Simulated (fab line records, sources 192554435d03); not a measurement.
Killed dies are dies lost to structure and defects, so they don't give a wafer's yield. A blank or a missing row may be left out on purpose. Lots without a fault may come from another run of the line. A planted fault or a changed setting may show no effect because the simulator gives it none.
Split-lot experiment | flow n5_finfet | 7 lots, 21 wafers read, on a route of 1938 steps

THE SPLIT
At N5_SD_EPI_P_COAT_34 (time 60 s, resist thk 350 nm), the setting spin_rpm was moved away from the recipe's 1500 rpm on 2 of the 21 wafers read, by -4.1% to +9.1%. The other wafers ran this setting at the recipe's value.

The reading is taken at the split's own step.

THE READING
SOC_of_SD_EPI_P_COAT_34.thk_nm (the simulator's own value, which no gauge read), in nm, at N5_SD_EPI_P_COAT_34 (time 60 s, resist thk 350 nm). The file gives no usual value for it. The 19 wafers here that ran the recipe average 350.0 nm, standard deviation 0.88 nm.

wafer  | tool, chamber at the split | spin_rpm as run, rpm | against the recipe | SOC_of_SD_EPI_P_COAT_34.thk_nm, nm | against lot-mates on the recipe
L074.1 | litho_track-04, 0          | 1500                 | recipe             | 350                                | -
L074.3 | litho_track-04, 0          | 1439                 | -4.1%              | 357.8                              | +7.6
L074.5 | litho_track-04, 0          | 1500                 | recipe             | 350.4                              | -
L077.3 | litho_track-04, 0          | 1500                 | recipe             | 349.6                              | -
L077.4 | litho_track-04, 0          | 1500                 | recipe             | 349.2                              | -
L077.6 | litho_track-04, 0          | 1500                 | recipe             | 349.4                              | -
L080.2 | litho_track-02, 0          | 1500                 | recipe             | 349.4                              | -
L080.4 | litho_track-02, 0          | 1500                 | recipe             | 349.4                              | -
L080.6 | litho_track-02, 0          | 1500                 | recipe             | 350                                | -
L082.1 | litho_track-04, 0          | 1500                 | recipe             | 351.6                              | -
L082.2 | litho_track-04, 0          | 1500                 | recipe             | 350.2                              | -
L082.6 | litho_track-04, 0          | 1500                 | recipe             | 351.4                              | -
L084.2 | litho_track-02, 0          | 1500                 | recipe             | 350.8                              | -
L084.4 | litho_track-02, 0          | 1500                 | recipe             | 351.6                              | -
L084.6 | litho_track-02, 0          | 1500                 | recipe             | 350.6                              | -
L091.2 | litho_track-02, 0          | 1500                 | recipe             | 348.6                              | -
L091.3 | litho_track-02, 0          | 1637                 | +9.1%              | 333.8                              | -14.9
L091.4 | litho_track-02, 0          | 1500                 | recipe             | 348.8                              | -
L094.1 | litho_track-02, 0          | 1500                 | recipe             | 350.4                              | -
L094.2 | litho_track-02, 0          | 1500                 | recipe             | 350.2                              | -
L094.3 | litho_track-02, 0          | 1500                 | recipe             | 349                                | -

THE FIT
A straight line over all 21 wafers: SOC_of_SD_EPI_P_COAT_34.thk_nm changes by -1.8 nm for each +1% of spin_rpm; r = -0.98; the points scatter about the line by 0.89 nm.
The same after taking each lot's own level away (the mean of its wafers on the recipe; 21 wafers): -1.67 nm for each +1%; r = -0.99; scatter 0.46 nm.
On that fit, the largest move of spin_rpm shifts the reading by 15 nm.
The lots' own levels span 348.70 to 351.07 nm, that is 2.7 times the standard deviation above.
So the lot-to-lot level changes the slope little: the two slopes agree.
Check: with one of the wafers moved furthest among these (+9.1%) left out of the fit, the line predicts -17.1 nm for it against its lot-mates. It came out at -14.9 nm against them.

OTHER SPLITS ON THESE WAFERS
These wafers also went through other splits before the reading. Each is held against what the fit with the lots' levels taken away leaves over:
other split on the same wafers        | wafers away from the commonest value | r with SOC_of_SD_EPI_P_COAT_34.thk_nm (lot level and that fit taken away)
N5_WELL_APT_COAT_02 spin_rpm          | 5                                    | +0.19
N5_WELL_APT_EXPOSE_05 dose_mj         | 9                                    | +0.08
N5_WELL_APT_PEB_23 peb_temp_c         | 8                                    | +0.06
N5_WELL_APT_DEVELOP_24 develop_time_s | 9                                    | +0.03
N5_FIN_SAQP_ETCH_52 source_w          | 6                                    | +0.21
N5_DUMMY_GATE_ETCH_42 bias_w          | 7                                    | +0.40

THE FILE'S OWN FIT
SOC_of_SD_EPI_P_COAT_34.thk_nm changes by -1.67 nm for each +1% of spin_rpm, r = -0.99.
